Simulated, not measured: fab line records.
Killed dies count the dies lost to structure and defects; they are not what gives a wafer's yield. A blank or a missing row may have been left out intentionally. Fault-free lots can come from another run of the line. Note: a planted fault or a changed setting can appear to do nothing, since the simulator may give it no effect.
fab line records	flow n5_finfet
record: lots: 7	wafers: 21
route steps=1938 shown BEOL_M2@846 BEOL_M3@974 BEOL_M4@1023 BEOL_M5@1130 BEOL_M6@1221 BEOL_M7@1293
start_h: hours from the record's opening day to when the first of the lot's shown wafers began	wait_h: hours from the lot's prior step to this one	" same as the row above	L1.1+2: several wafers, shown together as one row	- no value, or no start given	* or withheld: withheld	< > ~ a bound
route shown NAME@n: NAME is a module with steps in the file, n the number in the route of the first one	usual: mean/standard deviation of fault-free wafers	same: alike in all rows	chamber/n: place in a boat	sites: readings site by site	_std_site: how widely they spread, as a standard deviation	_edge_site: the outer-site mean with the inner-site mean subtracted	radius_mm: how far each site lies from the wafer's centre	mask NAME#n: copy n	behind: tool/chamber where the wafer was last shaped	hold: why the lot went on hold/how many hours it stayed there/how the hold came to an end	device: names the non-switching transistor (n, p or np)	end of line: at the end of the route, the tests of the same wafers	for a step that has no rows: nothing shown but its recipe	killed: count of dies lost to structure and defects at first sort (not the wafer's yield)	map: the dies of a wafer, with x for killed, . for not killed, _ for no die there
set.NAME: the setting as run; set.NAME@STEP: as run at that earlier step	model.NAME: the simulator's own value behind a step, which no gauge read
lots with deliberately changed settings; one table per step, one row per wafer
== steps ==
step: N5_BEOL_M2_COAT_62
recipe: resist: SiARC	temp_c: 220	time_s: 60	spin_rpm: 1500	resist_thk_nm: 12
lot.wafer	tool	chamber	start_h	wait_h	set.spin_rpm	model.SiARC_of_BEOL_M2_COAT_62.thk_nm
L075.1+2+6	litho_track-05	0	-	-	1500	12
L077.2+6	litho_track-05	0	-	-	1549	11.8
L077.5	"	0	"	"	1500	12
L081.1	litho_track-05	0	-	-	1500	12
L081.3	"	0	"	"	1383	12.4
L081.6	"	0	"	"	1383	12.6
L083.3+4	litho_track-05	0	-	-	1664	11.4
L083.5	"	0	"	"	1500	12
L084.1	litho_track-04	0	-	-	1417	12.4
L084.5+6	"	0	"	"	1500	12
L096.1+4	litho_track-04	0	-	-	1500	12
L096.6	"	0	"	"	1428	12.4
L095.1+2+3	litho_track-03	0	-	-	1500	12
step: N5_BEOL_M2_COAT_73
recipe: resist: underlayer	temp_c: 205	time_s: 60	spin_rpm: 1500	resist_thk_nm: 5
step: N5_BEOL_M2_COAT_05
recipe: resist: CAR-EUV	spin_rpm: 1500	resist_thk_nm: 30
step: N5_BEOL_M2_DESCUM_16
recipe: chemistry: O2	time_s: 7	source_power_w: 50	bias_power_w: 20	pressure_mtorr: 20	rf_frequency_hz: 2.712e+07	temp_c: 40	resist: CAR-EUV	o2_flow_sccm: 225
step: N5_BEOL_M2_ETCH_74
recipe: chemistry: N2/H2	target: underlayer	target_depth_a: 65	mask_material: CAR-EUV	time_s: 5.2	ion_energy_ev: 200	pressure_mtorr: 30	source_w: 840	bias_w: 150	n2_flow_sccm: 200	h2_flow_sccm: 200	ends: cleared
step: N5_BEOL_M2_ETCH_63
recipe: chemistry: CF4	target: SiARC	target_depth_a: 156	mask_material: CAR-EUV	time_s: 26	ion_energy_ev: 80	pressure_mtorr: 40	source_w: 545	bias_w: 36	Ar_flow_sccm: 100	cf4_flow_sccm: 100	ends: cleared
lot.wafer	tool	chamber	start_h	wait_h	set.spin_rpm@BEOL_M2_COAT_62	model.etch.depth_nm
L075.1	rie_diel-02	0	146.96	0.0	1500	11.94
L075.2	"	3	"	"	1500	11.95
L075.6	"	3	"	"	1500	11.97
L077.2	rie_diel-05	3	161.14	0.0	1549	11.76
L077.5	"	2	"	"	1500	11.97
L077.6	"	3	"	"	1549	11.75
L081.1	rie_diel-01	3	181.33	0.0	1500	12.05
L081.3+6	"	2,0	"	"	1383	12.5
L083.3	rie_diel-02	0	195.34	0.0	1664	11.39
L083.4	"	1	"	"	1664	11.42
L083.5	"	3	"	"	1500	12.05
L084.1	rie_diel-05	3	210.02	0.0	1417	12.36
L084.5	"	3	"	"	1500	12.01
L084.6	"	1	"	"	1500	12.05
L096.1	rie_diel-01	1	266.32	0.0	1500	12.07
L096.4	"	0	"	"	1500	12.02
L096.6	"	0	"	"	1428	12.35
L095.1	rie_diel-02	0	268.51	0.0	1500	12.03
L095.2	"	1	"	"	1500	11.99
L095.3	"	2	"	"	1500	12.02
step: N5_BEOL_M2_ETCH_64
recipe: chemistry: N2/H2	target: SOC	target_depth_a: 750	overetch_a: 225	mask_material: SiARC	temp_c: 40	time_s: 121.9	ion_energy_ev: 200	pressure_mtorr: 30	source_w: 840	bias_w: 150	n2_flow_sccm: 200	h2_flow_sccm: 200
lot.wafer	tool	chamber	start_h	wait_h	set.spin_rpm@BEOL_M2_COAT_61	model.etch.depth_nm
L075.1	rie_diel-02	0	146.99	0.0	1500	59.84
L075.2+6	"	3	"	"	1500	59.8
L077.2	rie_diel-05	3	161.17	0.0	1383	62.19
L077.5	"	2	"	"	1500	59.65
L077.6	"	3	"	"	1383	62.06
L081.1	rie_diel-01	3	181.36	0.0	1500	59.98
L081.3	"	2	"	"	1500	60.15
L081.6	"	0	"	"	1500	59.84
L083.3	rie_diel-02	0	195.37	0.0	1500	60.04
L083.4	"	1	"	"	1500	59.89
L083.5	"	3	"	"	1500	59.93
L084.1	rie_diel-05	3	210.05	0.0	1500	60.17
L084.5	"	3	"	"	1500	60.07
L084.6	"	1	"	"	1615	57.98
L096.1	rie_diel-01	1	266.35	0.0	1500	60.13
L096.4	"	0	"	"	1500	60.02
L096.6	"	0	"	"	1500	60.05
L095.1	rie_diel-02	0	268.54	0.0	1500	59.93
L095.2	"	1	"	"	1500	59.95
L095.3	"	2	"	"	1500	59.96
step: N5_BEOL_M3_ETCH_70
recipe: chemistry: N2/H2	target: SOC	target_depth_a: 800	overetch_a: 160	mask_material: SiARC	temp_c: 40	time_s: 120	ion_energy_ev: 200	pressure_mtorr: 30	source_w: 840	bias_w: 150	n2_flow_sccm: 200	h2_flow_sccm: 200
usual: rf_vpp_V: 523.7/2.2
lot.wafer	tool	chamber	start_h	wait_h	set.source_w	rf_vpp_V
L075.1	rie_diel-06	3	172.00	0.0	840	525.7
L075.2	"	0	"	"	840	520.7
L075.6	"	3	"	"	726.3	551.2
L077.2	rie_diel-03	0	191.13	0.0	840	523.1
L077.5	"	2	"	"	840	523.6
L077.6	"	3	"	"	840	525.0
L081.1	rie_diel-04	3	205.08	0.0	794.2	532.0
L081.3	"	1	"	"	840	523.5
L081.6	"	3	"	"	794.2	531.4
L083.3	rie_diel-06	0	208.58	0.0	905.7	508.0
L083.4	"	3	"	"	840	526.3
L083.5	"	3	"	"	905.7	512.3
L084.1	rie_diel-03	3	224.01	0.0	840	524.9
L084.5	"	3	"	"	840	524.2
L084.6	"	2	"	"	840	523.7
L096.1	rie_diel-03	3	289.28	0.0	840	524.4
L096.4	"	0	"	"	942.9	503.8
L096.6	"	1	"	"	942.9	508.0
L095.1	rie_diel-04	3	292.06	0.0	840	520.5
L095.2	"	1	"	"	840	522.0
L095.3	"	2	"	"	840	527.4
step: N5_BEOL_M4_PECVD_72
recipe: material: SiO2	target_thk_a: 160	temp_c: 400	precursor: TEOS/O2	pressure_torr: 5.5	rf_w: 450	teos_flow_sccm: 53.8	gas: O2	flow_sccm: 3000	time_s: 18
lot.wafer	tool	chamber	start_h	wait_h	set.time_s	model.SiO2_of_BEOL_M4_PECVD_72.thk_nm
L075.1	pecvd-03	1	176.71	0.0	19.72	17.4
L075.2	"	2	"	"	18	16.2
L075.6	"	1	"	"	19.72	17.6
L077.2	pecvd-01	1	196.76	0.0	20.37	17.8
L077.5	"	2	"	"	18	16.4
L077.6	"	1	"	"	20.37	18.2
L081.1	pecvd-02	2	209.64	0.0	18	15.8
L081.3	"	1	"	"	18	16.2
L081.6	"	0	"	"	19.18	17.6
L083.3	pecvd-01	0	213.10	0.0	18	15.6
L083.4	"	0	"	"	16.87	14.6
L083.5	"	2	"	"	16.87	15.2
L084.1	pecvd-01	0	228.73	0.0	18	15.4
L084.5	"	0	"	"	19.61	17.2
L084.6	"	2	"	"	19.61	17.8
L096.1	pecvd-02	2	294.10	0.0	20.3	17.4
L096.4	"	0	"	"	20.3	18
L096.6	"	1	"	"	18	16.2
L095.1	pecvd-01	1	296.46	0.0	18	15.6
L095.2	"	0	"	"	18	15.4
L095.3	"	2	"	"	18	15.8
step: N5_BEOL_M4_HM_DEP_02
recipe: material: TiN	target_thk_a: 200	temp_c: 25	chamber_pressure_pa: 0.49996
step: N5_BEOL_M4_COAT_61
recipe: resist: SOC	temp_c: 250	time_s: 60	spin_rpm: 1500	resist_thk_nm: 60
step: N5_BEOL_M4_STRIP_97
recipe: chemistry: N2/H2	time_s: 10	power_w: 450	temp_c: 40	pressure_mtorr: 20	rf_frequency_hz: 6e+07	bias_power_w: 7	n2_flow_sccm: 200	h2_flow_sccm: 200
step: N5_BEOL_M4_HM_STRIP_39
recipe: chemistry: peroxide_tin_strip	material: TiN	target_depth_a: 250	temp_c: 50	time_s: 158
lot.wafer	tool	chamber	start_h	wait_h	set.time_s@BEOL_M4_PECVD_72	model.SiO2_of_BEOL_M4_PECVD_72.thk_nm
L075.1	wet_bench-02	6	184.62	0.0	19.72	17.2
L075.2	"	4	"	"	18	16
L075.6	"	3	"	"	19.72	17.4
L077.2	wet_bench-04	0	202.81	0.0	20.37	17.6
L077.5	"	3	"	"	18	16.2
L077.6	"	2	"	"	20.37	18
L081.1	wet_bench-03	0	218.51	0.0	18	15.6
L081.3	"	3	"	"	18	16
L081.6	"	1	"	"	19.18	17.4
L083.3	wet_bench-03	6	229.34	0.0	18	15.4
L083.4	"	1	"	"	16.87	14.4
L083.5	"	2	"	"	16.87	15
L084.1	wet_bench-02	5	240.27	0.0	18	15.2
L084.5	"	2	"	"	19.61	17
L084.6	"	0	"	"	19.61	17.6
L096.1	wet_bench-04	2	304.00	0.0	20.3	17.2
L096.4	"	3	"	"	20.3	18
L096.6	"	5	"	"	18	16.2
L095.1+3	wet_bench-03	6,5	304.41	0.0	18	15.6
L095.2	"	1	"	"	18	15.2
step: N5_BEOL_M5_ETCH_72
recipe: chemistry: N2/H2	target: underlayer	target_depth_a: 65	mask_material: CAR-EUV	time_s: 5.2	ion_energy_ev: 200	pressure_mtorr: 30	source_w: 840	bias_w: 150	n2_flow_sccm: 200	h2_flow_sccm: 200	ends: cleared
usual: rf_vpp_V: 523.9/2.3
lot.wafer	tool	chamber	start_h	wait_h	set.bias_w	rf_vpp_V
L075.1	rie_diel-03	2	192.54	0.0	150	521.7
L075.2	"	0	"	"	126.3	469.2
L075.6	"	1	"	"	126.3	473.0
L077.2	rie_diel-06	1	209.69	0.0	150	524.0
L077.5	"	3	"	"	150	526.9
L077.6	"	0	"	"	150	521.5
L081.1	rie_diel-03	0	229.53	0.0	136.9	492.8
L081.3	"	2	"	"	150	524.0
L081.6	"	3	"	"	136.9	494.5
L083.3	rie_diel-03	3	235.82	0.0	171.1	571.0
L083.4	"	0	"	"	171.1	567.0
L083.5	"	2	"	"	150	522.3
L084.1	rie_diel-04	1	247.43	0.0	130.8	480.8
L084.5	"	1	"	"	130.8	479.7
L084.6	"	0	"	"	150	524.4
L096.1	rie_diel-03	0	311.74	0.0	172.7	570.7
L096.4	"	1	"	"	150	527.8
L096.6	"	0	"	"	150	520.9
L095.1	rie_diel-06	1	312.45	0.0	150	524.5
L095.2	"	2	"	"	150	519.5
L095.3	"	0	"	"	150	521.0
step: N5_BEOL_M5_COAT_65
recipe: resist: SOC	temp_c: 250	time_s: 60	spin_rpm: 1500	resist_thk_nm: 60
lot.wafer	tool	chamber	start_h	wait_h	set.spin_rpm	model.SOC_of_BEOL_M5_COAT_65.thk_nm
L075.1	litho_track-05	0	193.10	0.1	1500	59.6
L075.2+6	"	0	"	"	1500	59.8
L077.2	litho_track-05	0	210.68	0.6	1632	57.4
L077.5	"	0	"	"	1500	60
L077.6	"	0	"	"	1500	59.8
L081.1	litho_track-02	0	231.41	1.5	1500	59.6
L081.3	"	0	"	"	1561	58.4
L081.6	"	0	"	"	1561	58.6
L083.3+4	litho_track-02	0	239.04	2.8	1500	60
L083.5	"	0	"	"	1389	62.4
L084.1+5	litho_track-02	0	248.26	0.2	1391	62.4
L084.6	"	0	"	"	1500	59.8
L096.1+4+6	litho_track-05	0	312.54	0.3	1500	59.8
L095.1+3	litho_track-03	0	313.57	0.7	1500	60
L095.2	"	0	"	"	1500	59.8
step: N5_BEOL_M5_COAT_66
recipe: resist: SiARC	temp_c: 220	time_s: 60	spin_rpm: 1500	resist_thk_nm: 12
step: N5_BEOL_M5_COAT_74
recipe: resist: underlayer	temp_c: 205	time_s: 60	spin_rpm: 1500	resist_thk_nm: 5
step: N5_BEOL_M5_ETCH_75
recipe: chemistry: N2/H2	target: underlayer	target_depth_a: 65	mask_material: CAR-EUV	time_s: 5.2	ion_energy_ev: 200	pressure_mtorr: 30	source_w: 840	bias_w: 150	n2_flow_sccm: 200	h2_flow_sccm: 200	ends: cleared
step: N5_BEOL_M5_ETCH_67
recipe: chemistry: CF4	target: SiARC	target_depth_a: 156	mask_material: CAR-EUV	time_s: 26	ion_energy_ev: 80	pressure_mtorr: 40	source_w: 545	bias_w: 36	Ar_flow_sccm: 100	cf4_flow_sccm: 100	ends: cleared
step: N5_BEOL_M5_ETCH_68
recipe: chemistry: N2/H2	target: SOC	target_depth_a: 800	overetch_a: 160	mask_material: SiARC	temp_c: 40	time_s: 120	ion_energy_ev: 200	pressure_mtorr: 30	source_w: 840	bias_w: 150	n2_flow_sccm: 200	h2_flow_sccm: 200
lot.wafer	tool	chamber	start_h	wait_h	set.spin_rpm@BEOL_M5_COAT_65	model.etch.depth_nm
L075.1	rie_diel-06	1	193.58	0.0	1500	59.68
L075.2	"	0	"	"	1500	59.76
L075.6	"	2	"	"	1500	59.85
L077.2	rie_diel-04	1	211.16	0.0	1632	57.42
L077.5	"	0	"	"	1500	60.05
L077.6	"	1	"	"	1500	59.84
L081.1	rie_diel-06	3	231.89	0.0	1500	59.69
L081.3	"	2	"	"	1561	58.44
L081.6	"	2	"	"	1561	58.54
L083.3	rie_diel-04	3	239.95	0.0	1500	59.99
L083.4	"	2	"	"	1500	59.91
L083.5	"	2	"	"	1389	62.49
L084.1	rie_diel-06	2	248.93	0.0	1391	62.34
L084.5	"	2	"	"	1391	62.42
L084.6	"	3	"	"	1500	59.88
L096.1	rie_diel-06	2	313.15	0.0	1500	59.84
L096.4	"	1	"	"	1500	59.86
L096.6	"	1	"	"	1500	59.88
L095.1	rie_diel-04	3	314.05	0.0	1500	59.94
L095.2	"	2	"	"	1500	59.74
L095.3	"	1	"	"	1500	59.91
step: N5_BEOL_M6_COAT_22
recipe: resist: CAR-EUV	spin_rpm: 1500	resist_thk_nm: 30
lot.wafer	tool	chamber	start_h	wait_h	set.spin_rpm	model.CAR-EUV_of_BEOL_M6_COAT_22.thk_nm
L075.1+2	litho_track-02	0	-	-	1544	29.4
L075.6	"	0	"	"	1500	29.8
L077.2+5	litho_track-02	0	-	-	1369	31.4
L077.6	"	0	"	"	1500	30
L081.1+3+6	litho_track-04	0	-	-	1500	30
L083.3+4	litho_track-02	0	-	-	1500	30
L083.5	"	0	"	"	1651	28.6
L084.1	litho_track-01	0	-	-	1578	29.4
L084.5	"	0	"	"	1500	30
L084.6	"	0	"	"	1578	29.2
L096.1+4	litho_track-04	0	-	-	1500	30.2
L096.6	"	0	"	"	1500	30
L095.1	litho_track-01	0	-	-	1500	30.4
L095.2+3	"	0	"	"	1500	30.2
step: N5_BEOL_M6_EBR_24
recipe: solvent: PGMEA	ebr_width_mm: 1.5
step: N5_BEOL_M6_SOFTBAKE_23
recipe: temp_c: 110	time_s: 60	resist: CAR-EUV
step: N5_BEOL_M6_DESCUM_33
recipe: chemistry: O2	time_s: 7	source_power_w: 50	bias_power_w: 20	pressure_mtorr: 20	rf_frequency_hz: 2.712e+07	temp_c: 40	resist: CAR-EUV	o2_flow_sccm: 225
lot.wafer	tool	chamber	start_h	wait_h	set.spin_rpm@BEOL_M6_COAT_22	model.CAR-EUV_of_BEOL_M6_COAT_22.thk_nm
L075.1	rie_diel-05	1	204.68	0.0	1544	25.6
L075.2	"	3	"	"	1544	25.4
L075.6	"	3	"	"	1500	25.8
L077.2+5	rie_diel-02	3,0	223.68	0.0	1369	27.4
L077.6	"	1	"	"	1500	26.2
L081.1+3	rie_diel-01	1,0	243.85	0.7	1500	26
L081.6	"	1	"	"	1500	26.2
L083.3	rie_diel-05	1	251.80	0.3	1500	26
L083.4	"	1	"	"	1500	26.2
L083.5	"	0	"	"	1651	24.6
L084.1+6	rie_diel-02	1,0	259.19	0.2	1578	25.4
L084.5	"	2	"	"	1500	26.2
L096.1+4	rie_diel-05	2,3	326.22	0.0	1500	26.2
L096.6	"	2	"	"	1500	26
L095.1+3	rie_diel-01	0,3	330.35	0.0	1500	26.4
L095.2	"	2	"	"	1500	26.2
step: N5_BEOL_M7_EXPOSE_25
recipe: mask_id: V6	na: 0.33	source_shape: annular	sigma_inner: 0.4	sigma_outer: 0.8	polarization: unpolarized	target_cd_nm: 40	dose_mj: 42.5
lot.wafer	tool	chamber	start_h	wait_h	mask	set.dose_mj
L075.1+6	euv_scanner-01	0	211.72	-	V6#0	43.49
L075.2	"	0	"	"	V6#0	42.5
L077.2+6	euv_scanner-02	0	231.89	-	V6#0	42.5
L077.5	"	0	"	"	V6#0	40.38
L081.1+3	euv_scanner-02	0	252.58	-	V6#0	42.5
L081.6	"	0	"	"	V6#0	39.67
L083.3+5	euv_scanner-01	0	258.89	-	V6#0	45.68
L083.4	"	0	"	"	V6#0	42.5
L084.1+6	euv_scanner-01	0	264.89	-	V6#0	43.51
L084.5	"	0	"	"	V6#0	42.5
L096.1+4+6	euv_scanner-01	0	332.96	-	V6#0	42.5
L095.1+2+3	euv_scanner-01	0	340.11	-	V6#0	42.5
step: N5_BEOL_M7_PEB_26
recipe: peb_temp_c: 100	peb_time_s: 60	resist: CAR-EUV
step: N5_BEOL_M7_DEVELOP_27
recipe: develop_time_s: 30	developer: TMAH	resist: CAR-EUV	rinse_liquid: surfactant_rinse	dry: air_spin	dev_temp_c: 23
step: N5_BEOL_M7_CD_MEAS_28
recipe: target_cd_nm: 40	landing_energy_ev: 500	detector: se_inlens
usual: cd_nm: 39.96/0.23
lot.wafer	tool	chamber	start_h	wait_h	set.dose_mj@BEOL_M7_EXPOSE_25	cd_nm
L075.1	cd_sem-02	0	211.85	-	43.49	40.75
L075.2	"	0	"	"	42.5	40.09
L075.6	"	0	"	"	43.49	40.45
L077.2	cd_sem-02	0	232.02	-	42.5	40.00
L077.5	"	0	"	"	40.38	39.27
L077.6	"	0	"	"	42.5	39.73
L081.1	cd_sem-01	0	252.72	-	42.5	40.07
L081.3	"	0	"	"	42.5	39.72
L081.6	"	0	"	"	39.67	38.27
L083.3	cd_sem-01	0	259.01	-	45.68	41.21
L083.4	"	0	"	"	42.5	40.13
L083.5	"	0	"	"	45.68	41.58
L084.1	cd_sem-01	0	265.02	-	43.51	40.78
L084.5	"	0	"	"	42.5	40.58
L084.6	"	0	"	"	43.51	40.97
L096.1	cd_sem-02	0	333.09	-	42.5	39.98
L096.4	"	0	"	"	42.5	39.84
L096.6	"	0	"	"	42.5	39.84
L095.1	cd_sem-03	0	340.25	-	42.5	39.66
L095.2	"	0	"	"	42.5	40.21
L095.3	"	0	"	"	42.5	39.93
== key ==
split: step: N5_BEOL_M2_COAT_62	setting: spin_rpm	stated: 1500	by: wafer
response: step: N5_BEOL_M2_COAT_62	reading: model.SiARC_of_BEOL_M2_COAT_62.thk_nm	change: -0.0623	per: 1%	r: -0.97
response: step: N5_BEOL_M2_ETCH_63	reading: model.etch.depth_nm	change: -0.0596	per: 1%	r: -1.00
split: step: N5_BEOL_M3_ETCH_70	setting: source_w	stated: 840	by: wafer
response: step: N5_BEOL_M3_ETCH_70	reading: rf_vpp_V	change: -1.83	per: 1%	r: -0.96
split: step: N5_BEOL_M4_PECVD_72	setting: time_s	stated: 18	by: wafer
response: step: N5_BEOL_M4_PECVD_72	reading: model.SiO2_of_BEOL_M4_PECVD_72.thk_nm	change: +0.146	per: 1%	r: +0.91
response: step: N5_BEOL_M4_HM_STRIP_39	reading: model.SiO2_of_BEOL_M4_PECVD_72.thk_nm	change: +0.144	per: 1%	r: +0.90
split: step: N5_BEOL_M5_ETCH_72	setting: bias_w	stated: 150	by: wafer
response: step: N5_BEOL_M5_ETCH_72	reading: rf_vpp_V	change: +3.26	per: 1%	r: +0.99
split: step: N5_BEOL_M5_COAT_65	setting: spin_rpm	stated: 1500	by: wafer
response: step: N5_BEOL_M5_COAT_65	reading: model.SOC_of_BEOL_M5_COAT_65.thk_nm	change: -0.313	per: 1%	r: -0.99
response: step: N5_BEOL_M5_ETCH_68	reading: model.etch.depth_nm	change: -0.318	per: 1%	r: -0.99
split: step: N5_BEOL_M6_COAT_22	setting: spin_rpm	stated: 1500	by: wafer
response: step: N5_BEOL_M6_COAT_22	reading: model.CAR-EUV_of_BEOL_M6_COAT_22.thk_nm	change: -0.146	per: 1%	r: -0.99
response: step: N5_BEOL_M6_DESCUM_33	reading: model.CAR-EUV_of_BEOL_M6_COAT_22.thk_nm	change: -0.144	per: 1%	r: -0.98
split: step: N5_BEOL_M7_EXPOSE_25	setting: dose_mj	stated: 42.5	by: wafer
response: step: N5_BEOL_M7_CD_MEAS_28	reading: cd_nm	change: +0.185	per: 1%	r: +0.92
split outside_this_file step=N5_BEOL_M2_COAT_61 setting=spin_rpm
split outside_this_file: this setting was split too, and the file shows its column; the key of that split is in another file
